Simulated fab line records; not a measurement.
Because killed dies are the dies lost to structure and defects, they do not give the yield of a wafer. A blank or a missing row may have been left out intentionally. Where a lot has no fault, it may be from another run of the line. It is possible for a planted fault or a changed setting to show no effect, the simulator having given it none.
Which tool is to blame? || flow n5-finfet || 11 lots with 33 wafers sampled at 3 steps, on a route of 1938 steps

== WHAT EACH GAUGE READ, for each wafer ==
N5_BEOL_M11_CD_MEAS_11: the cd target is 64.1 nm.
{"lot": "L075", "measured": "day 11 06:27", "on": "cd-sem-03", "cd-nm (nm)": "64.9 65.7 63.2"}
{"lot": "L078", "measured": "day 11 13:14", "on": "cd-sem-01", "cd-nm (nm)": "65.0 64.0 64.5"}
{"lot": "L081", "measured": "day 11 23:40", "on": "cd-sem-02", "cd-nm (nm)": "63.0 64.1 63.2"}
{"lot": "L079", "measured": "day 12 05:35", "on": "cd-sem-03", "cd-nm (nm)": "63.5 63.8 63.9"}
{"lot": "L082", "measured": "day 12 11:30", "on": "cd-sem-03", "cd-nm (nm)": "62.6 62.5 62.8"}
{"lot": "L085", "measured": "day 13 07:28", "on": "cd-sem-01", "cd-nm (nm)": "63.4 63.6 64.3"}
{"lot": "L088", "measured": "day 13 22:23", "on": "cd-sem-02", "cd-nm (nm)": "64.6 66.6 64.2"}
{"lot": "L087", "measured": "day 14 19:19", "on": "cd-sem-01", "cd-nm (nm)": "64.3 63.0 63.2"}
{"lot": "L091", "measured": "day 15 01:15", "on": "cd-sem-02", "cd-nm (nm)": "62.8 63.7 64.4"}
{"lot": "L093", "measured": "day 15 07:19", "on": "cd-sem-01", "cd-nm (nm)": "64.4 62.7 63.8"}
{"lot": "L097", "measured": "day 16 20:07", "on": "cd-sem-02", "cd-nm (nm)": "62.7 63.5 63.4"}

== EACH LOT AND THE TOOL THAT RAN IT (in order: tool; ch and the chambers of the sampled wafers; start) ==
{"lot": "L075", "N5_BEOL_M10_ETCH_66": "rie-diel-03 ch 2,3, day 11 00:59", "N5_BEOL_M10_STRIP_36": "rie-diel-03 ch 2,3, day 11 01:10"}
{"lot": "L078", "N5_BEOL_M10_ETCH_66": "rie-diel-03 ch 1,2,3, day 11 06:51", "N5_BEOL_M10_STRIP_36": "rie-diel-03 ch 1,2,3, day 11 07:02"}
{"lot": "L081", "N5_BEOL_M10_ETCH_66": "rie-diel-03 ch 0,2,3, day 11 18:25", "N5_BEOL_M10_STRIP_36": "rie-diel-03 ch 0,2,3, day 11 18:35"}
{"lot": "L079", "N5_BEOL_M10_ETCH_66": "rie-diel-06 ch 0,1, day 12 00:53", "N5_BEOL_M10_STRIP_36": "rie-diel-06 ch 0,1, day 12 01:05"}
{"lot": "L082", "N5_BEOL_M10_ETCH_66": "rie-diel-01 ch 0,1,2, day 12 06:56", "N5_BEOL_M10_STRIP_36": "rie-diel-01 ch 0,1,2, day 12 07:07"}
{"lot": "L085", "N5_BEOL_M10_ETCH_66": "rie-diel-06 ch 1,2,3, day 13 00:41", "N5_BEOL_M10_STRIP_36": "rie-diel-06 ch 1,2,3, day 13 00:53"}
{"lot": "L088", "N5_BEOL_M10_ETCH_66": "rie-diel-01 ch 1,3, day 13 17:14", "N5_BEOL_M10_STRIP_36": "rie-diel-01 ch 1,3, day 13 17:26"}
{"lot": "L087", "N5_BEOL_M10_ETCH_66": "rie-diel-03 ch 0,1,2, day 14 13:15", "N5_BEOL_M10_STRIP_36": "rie-diel-03 ch 0,1,2, day 14 13:26"}
{"lot": "L091", "N5_BEOL_M10_ETCH_66": "rie-diel-01 ch 1,2, day 14 19:48", "N5_BEOL_M10_STRIP_36": "rie-diel-01 ch 1,2, day 14 19:59"}
{"lot": "L093", "N5_BEOL_M10_ETCH_66": "rie-diel-06 ch 1,2, day 15 00:01", "N5_BEOL_M10_STRIP_36": "rie-diel-06 ch 1,2, day 15 00:11"}
{"lot": "L097", "N5_BEOL_M10_ETCH_66": "rie-diel-06 ch 0,1, day 16 12:00", "N5_BEOL_M10_STRIP_36": "rie-diel-06 ch 0,1, day 16 12:11"}
- N5_BEOL_M10_ETCH_66: etches SOC in N2/H2, target depth 120 nm, overetch 24 nm, time 180 s.
- N5_BEOL_M10_STRIP_36: strips in N2/H2.

== THE ANSWER, worked out from the rows above alone ==
Rule: what is usual is taken from the lots themselves. Put in order of their means at a reading, lots are off if they are a third of the lots or fewer, leave a main group of 4 or more, and stand apart from it by a gap of 3 or more times the standard deviation of the main group's means; of several such gaps the widest counts. The tables above print the reading to a certain number of digits; a main group whose means all agree to those digits is not used. Also off: a lot with no number at a reading for which 4 or more lots have one. All remaining lots with rows at the step are treated as sound.
None of the lots is off at any reading shown; this tells nothing.

== WHAT THE SIMULATOR HAD INSERTED ==
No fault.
